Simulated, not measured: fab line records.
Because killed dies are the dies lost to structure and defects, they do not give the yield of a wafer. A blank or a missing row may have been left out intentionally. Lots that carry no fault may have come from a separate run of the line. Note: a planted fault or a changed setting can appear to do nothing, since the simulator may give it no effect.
Lot-split experiment ; flow n5_finfet ; route with 1938 steps; 7 lots, 21 wafers read

== SPLIT DETAILS ==
At N5_SDB_ETCH_18 (etches SOC in N2/H2, target depth 100 nm, overetch 20 nm, time 150 s), the setting time_s was moved away from the recipe's 150 s on 3 of the 21 wafers read, by -17.4% to -15.7%. For the rest of the wafers, this setting stayed at what the recipe calls for.

The split's own step is where the reading is taken.

== THE READING ==
SiARC_of_SDB_COAT_04.thk_nm (the simulator's own value, which no gauge read), in nm, at N5_SDB_ETCH_18 (etches SOC in N2/H2, target depth 100 nm, overetch 20 nm, time 150 s). The file gives no usual value for it. The 18 wafers here that ran the recipe average 12.7 nm, standard deviation 0.19 nm.

wafer;tool, chamber at the split;time_s as run, s;against the recipe;SiARC_of_SDB_COAT_04.thk_nm, nm;against lot-mates on the recipe
L077.2;rie_diel-01, 2;150;recipe;12.8;-
L077.6;rie_diel-01, 2;150;recipe;12.8;-
L077.4;rie_diel-01, 3;150;recipe;12.6;-
L081.1;rie_diel-01, 3,1;150;recipe;12.4;-
L081.2;rie_diel-01, 3,1;150;recipe;12.4;-
L081.3;rie_diel-01, 0;150;recipe;12.6;-
L087.1;rie_diel-06, 3;123.9;-17.4%;13.8;+1.0
L087.3;rie_diel-06, 2;123.9;-17.4%;13.6;+0.8
L087.6;rie_diel-06, 2;150;recipe;12.8;-
L088.3;rie_diel-06, 0;150;recipe;13;-
L088.4;rie_diel-06, 3,2;150;recipe;12.8;-
L088.5;rie_diel-06, 3,2;150;recipe;12.8;-
L089.2;rie_diel-02, 2;150;recipe;12.4;-
L089.3;rie_diel-02, 3;150;recipe;12.6;-
L089.4;rie_diel-02, 1;150;recipe;12.8;-
L094.2;rie_diel-06, 3;150;recipe;12.8;-
L094.5;rie_diel-06, 0,3;150;recipe;13;-
L094.6;rie_diel-06, 0,3;150;recipe;13;-
L097.1;rie_diel-02, 0,1;150;recipe;12.8;-
L097.3;rie_diel-02, 0,1;150;recipe;12.8;-
L097.2;rie_diel-02, 2;126.4;-15.7%;13.4;+0.6
Rows listing several chambers each stand for several wafers; the file does not say which wafer went through which chamber.

THE FIT
A straight line over all 21 wafers: SiARC_of_SDB_COAT_04.thk_nm changes by -0.0518 nm for each +1% of time_s; r = -0.86; the points scatter about the line by 0.19 nm.
The same after taking each lot's own level away (the mean of its wafers on the recipe; 21 wafers): -0.0478 nm for each +1%; r = -0.94; scatter 0.11 nm.
According to that fit, moving time_s by its largest amount changes the reading by 0.83 nm.
Measured against the standard deviation above, the lots' own levels, which go from 12.47 to 12.93 nm, span 2.5 times it.
So the lot-to-lot level changes the slope little: the two slopes agree.
Check: with one of the wafers moved furthest among these (-17.4%) left out of the fit, the line predicts +0.739 nm for it against its lot-mates. It came out at +1 nm against them.

== THE OTHER SPLITS THESE WAFERS WENT THROUGH ==
Other splits were also applied to these wafers ahead of the reading. Each is held against what the fit with the lots' levels taken away leaves over:
other split on the same wafers;wafers away from the commonest value;r with SiARC_of_SDB_COAT_04.thk_nm (lot level and that fit taken away)
N5_WELL_APT_COAT_02 spin_rpm;4;+0.15
N5_WELL_APT_PEB_06 peb_time_s;7;-0.01
N5_PMOS_HMC_CHANNEL_EPI_ETCH_32 bias_w;4;+0.28
N5_FIN_SAQP_PECVD_06 time_s;6;-0.07
N5_FIN_SAQP_COAT_50 spin_rpm;8;-0.03
N5_SD_EPI_P_ETCH_37 source_w;5;+0.28
N5_SDB_EXPOSE_08 dose_mj;8;-0.16

== THE FILE'S OWN FIT ==
SiARC_of_SDB_COAT_04.thk_nm changes by -0.0456 nm for each +1% of time_s, r = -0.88.
